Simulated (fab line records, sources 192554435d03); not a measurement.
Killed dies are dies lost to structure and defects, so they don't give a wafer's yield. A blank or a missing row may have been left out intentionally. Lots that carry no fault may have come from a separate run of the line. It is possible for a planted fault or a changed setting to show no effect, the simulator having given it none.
Which tool did it? | flow n5 finfet | 30 wafers from 10 lots sampled at 4 of the route's 1938 steps

WHAT EACH GAUGE READ, for each wafer
N5_BEOL_M14_INSPECT_55: inspects for defects (darkfield).
lot  | measured     | on                | raw defect count
L299 | day 11 02:43 | defect inspect-01 | 94 86 86
L302 | day 12 04:34 | defect inspect-02 | 78 62 90
L304 | day 12 11:25 | defect inspect-02 | 49 69 42
L305 | day 12 17:25 | defect inspect-02 | 123 54 104
L313 | day 15 12:08 | defect inspect-01 | 106 94 82
L314 | day 15 12:30 | defect inspect-01 | 63 80 68
L315 | day 15 14:43 | defect inspect-01 | 109 110 56
L316 | day 16 06:19 | defect inspect-02 | 111 132 66
L317 | day 16 10:44 | defect inspect-02 | 63 66 34
L320 | day 16 20:31 | defect inspect-02 | 96 132 102

WHICH TOOL RAN EACH LOT (tool, then ch and the chambers of the sampled wafers, then the start)
lot  | N5_BEOL_M14_ETCH_38                           | N5_BEOL_M14_SPUTTER_45       | N5_BEOL_M14_CMP_49
L299 | rie diel-06 ch 0,3, day 11 01:39 or earlier   | pvd sputter-03, day 11 01:39 | cmp-04 ch 0,3, day 11 02:16
L302 | rie diel-02 ch 1,2, day 12 03:31 or earlier   | pvd sputter-03, day 12 03:31 | cmp-03 ch 2,3, day 12 04:09
L304 | rie diel-02 ch 0,1,2, day 12 10:09 or earlier | pvd sputter-02, day 12 10:09 | cmp-04 ch 0,1,2, day 12 10:58
L305 | rie diel-02 ch 1,2,3, day 12 15:47 or earlier | pvd sputter-03, day 12 15:47 | cmp-04 ch 0,2,3, day 12 16:58
L313 | rie diel-02 ch 0,2, day 15 11:05 or earlier   | pvd sputter-03, day 15 11:05 | cmp-02 ch 1,3, day 15 11:43
L314 | rie diel-02 ch 0,1,2, day 15 11:26 or earlier | pvd sputter-03, day 15 11:26 | cmp-04 ch 1,2, day 15 12:05
L315 | rie diel-01 ch 1,2,3, day 15 13:33 or earlier | pvd sputter-02, day 15 13:33 | cmp-03 ch 0,2,3, day 15 14:16
L316 | rie diel-01 ch 0,2,3, day 16 05:01 or earlier | pvd sputter-02, day 16 05:01 | cmp-04 ch 0,1,3, day 16 05:52
L317 | rie diel-06 ch 1,2,3, day 16 09:40 or earlier | pvd sputter-01, day 16 09:40 | cmp-02 ch 0,3, day 16 10:17
L320 | rie diel-01 ch 1,3, day 16 19:28 or earlier   | pvd sputter-02, day 16 19:28 | cmp-04 ch 0,1,2, day 16 20:04
- N5_BEOL_M14_ETCH_38: etches SiCN in CF4/N2, target depth 106.5 nm, time 120.6 s.
- N5_BEOL_M14_SPUTTER_45: material Cu, target thk 100 nm, time 16.67 s.
- N5_BEOL_M14_CMP_49: polishes, stops on SiO2, t overpolish 5.2 s, target thk 560 nm.

WHAT THE TOOLS THEMSELVES READ (means of the sampled wafers that have a number; where no wafer has one, the mark that the record gives instead)
N5_BEOL_M14_ETCH_38.
lot  | tool        | cf4 flow sccm (sccm) | chamber pressure mTorr (mTorr) | drypump motor current A (A) | oes product au (a.u.) | rf vpp V (V) | showerhead plenum p Torr (Torr) | throttle valve pct (%)
L299 | rie diel-06 | 59.95                | 40.00                          | 5.6                         | 0.76                  | 382.8        | 2.25                            | 15.42
L302 | rie diel-02 | 60.11                | 40.01                          | 5.7                         | 0.84                  | 381.1        | 2.15                            | 15.21
L304 | rie diel-02 | 59.90                | 39.98                          | 5.8                         | 0.79                  | 381.9        | 2.19                            | 15.23
L305 | rie diel-02 | 60.10                | 40.04                          | 5.6                         | 0.79                  | 382.2        | 2.19                            | 15.29
L313 | rie diel-02 | 59.95                | 40.04                          | 5.8                         | 0.72                  | 383.3        | 2.22                            | 15.30
L314 | rie diel-02 | 59.97                | 40.00                          | 5.8                         | 0.77                  | 381.3        | 2.18                            | 15.28
L315 | rie diel-01 | 60.06                | 39.99                          | 5.9                         | 0.84                  | 380.2        | 2.15                            | 15.31
L316 | rie diel-01 | 60.09                | 39.95                          | 5.8                         | 0.83                  | 381.1        | 2.14                            | 15.24
L317 | rie diel-06 | 60.01                | 40.00                          | 5.8                         | 0.81                  | 382.8        | 2.22                            | 15.33
L320 | rie diel-01 | 60.04                | 40.01                          | 5.8                         | 0.85                  | 381.4        | 2.16                            | 15.46

N5_BEOL_M14_SPUTTER_45.
lot  | tool           | cathode dc power W (W) | throttle valve pct (%)
L299 | pvd sputter-03 | 25998                  | 30.6
L302 | pvd sputter-03 | 25996                  | 30.4
L304 | pvd sputter-02 | 25999                  | 29.2
L305 | pvd sputter-03 | 25999                  | 30.4
L313 | pvd sputter-03 | 24848                  | 30.4
L314 | pvd sputter-03 | 24851                  | 29.5
L315 | pvd sputter-02 | 25998                  | 29.5
L316 | pvd sputter-02 | 26003                  | 28.8
L317 | pvd sputter-01 | 26003                  | 29.5
L320 | pvd sputter-02 | 25998                  | 29.3

N5_BEOL_M14_CMP_49.
lot  | tool   | barrier field endpoint s (s) | clearing platen down force psi (psi) | motor current A (A) | overpolish run s (s) | slurry flow ml min | time to endpoint s (s)
L299 | cmp-04 | 11.27                        | 2.003                                | 6.6                 | 5.197                | 150.0              | 117
L302 | cmp-03 | 11.30                        | 2.000                                | 7.8                 | 5.202                | 150.3              | 119
L304 | cmp-04 | 11.52                        | 1.997                                | 7.0                 | 5.196                | 149.9              | 119
L305 | cmp-04 | 11.24                        | 2.001                                | 7.0                 | 5.199                | 150.1              | 123
L313 | cmp-02 | 11.54                        | 2.003                                | 8.3                 | 5.200                | 149.8              | 121
L314 | cmp-04 | 11.20                        | 1.999                                | 7.1                 | 5.200                | 149.6              | 118
L315 | cmp-03 | 10.95                        | 1.997                                | 8.2                 | 5.200                | 150.4              | 114
L316 | cmp-04 | 11.58                        | 1.998                                | 6.7                 | 5.197                | 149.8              | 125
L317 | cmp-02 | 11.62                        | 2.006                                | 8.5                 | 5.191                | 150.8              | 127
L320 | cmp-04 | 11.34                        | 2.002                                | 7.0                 | 5.208                | 150.5              | 118

THE ANSWER, worked out from the rows above alone
Rule: what is usual is taken from the lots themselves. Put in order of their means at a reading, lots are off if they are a third of the lots or fewer, leave a main group of 4 or more, and stand apart from it by a gap of 3 or more times the standard deviation of the main group's means; of several such gaps the widest counts. The tables above print the reading to a certain number of digits; a main group whose means all agree to those digits is not used. A lot without any number at a reading at which 4 lots or more have one is off too. The other lots that the step has rows for count as sound. The gauges are gone through in route order, then the tools' own readings, and for those a lot's mean is taken as printed above. The first step at which some lot is off is used, and at that step the reading that is off furthest; a lot without a number counts as furthest.
Off: L313, L314 (N5_BEOL_M14_SPUTTER_45, cathode dc power W). Main group: mean 25999 W, sd 2.3.
A tool fits if, at that step or a process step before it, it ran every lot that is off, and no sound lot after the first of them. N5_BEOL_M14_ETCH_38: start missing for some lots; hours and lot order therefore follow N5_BEOL_M14_SPUTTER_45. Undecided on this evidence; 2 tools fit (rie diel-02 at N5_BEOL_M14_ETCH_38, pvd sputter-03 at N5_BEOL_M14_SPUTTER_45).

WHAT THE SIMULATOR PUT IN
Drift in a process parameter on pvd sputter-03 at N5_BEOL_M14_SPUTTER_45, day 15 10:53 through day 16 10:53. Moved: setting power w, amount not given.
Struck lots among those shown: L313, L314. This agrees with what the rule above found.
